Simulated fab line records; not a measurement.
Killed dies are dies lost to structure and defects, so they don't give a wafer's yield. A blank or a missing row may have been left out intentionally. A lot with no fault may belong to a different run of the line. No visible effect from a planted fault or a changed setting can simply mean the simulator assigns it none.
Matching of chambers + flow n5_finfet + N5_BEOL_M1_CO_CAP_55 on cvd_co-02 has 3 sister chambers
The step material Co, precursor CCTBA/H2, target thk 2 nm, time 102.1 s. 6 wafers are shown with their chamber, then 9 later ones without.

WAFERS WITH THEIR CHAMBER
| wafer  | chamber | heater_power_w (W) |
|--------|---------|--------------------|
| L510.4 | 0       | 237                |
| L513.2 | 1       | 228                |
| L513.6 | 2       | 246                |
| L515.3 | 2       | 245                |
| L515.4 | 0       | 243                |
| L515.5 | 1       | 225                |

WAFERS WHOSE CHAMBER IS MISSING
| wafer  | heater_power_w (W) |
|--------|--------------------|
| L520.2 | 227                |
| L520.3 | 244                |
| L520.6 | 248                |
| L522.1 | 236                |
| L522.2 | 218                |
| L522.5 | 239                |
| L523.1 | 225                |
| L523.2 | 240                |
| L523.4 | 237                |

WHICH CHAMBER EACH WENT THROUGH
| wafer  | from the rows above          | in truth |
|--------|------------------------------|----------|
| L520.2 | 1                            | 1        |
| L520.3 | can't be placed: 2 or 0      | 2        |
| L520.6 | can't be placed: 2 or 0      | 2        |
| L522.1 | can't be placed: 0 or 1 or 2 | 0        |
| L522.2 | 1                            | 1        |
| L522.5 | can't be placed: 0 or 2      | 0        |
| L523.1 | 1                            | 1        |
| L523.2 | can't be placed: 0 or 2      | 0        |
| L523.4 | can't be placed: 0 or 2      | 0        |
Placed correctly: 3 of 9. From these rows, 6 cannot be placed; in 6 the true chamber is one of the candidates. Number placed wrongly: 0.
How it was worked out, from the rows above alone: a wafer's distance from a chamber is the root of the sum, over the readings, of the square of ((its reading less the chamber's mean) divided by the reading's scatter). If the next closest chamber is less than 2 further off than the closest, the wafer can't be placed; otherwise it belongs to the closest. Each chamber's mean is taken over the wafers shown for it. How the scatter is found: for the shown wafers, subtract from each reading the mean of its chamber, square and add these, divide the total by (wafers less chambers), then take the root.
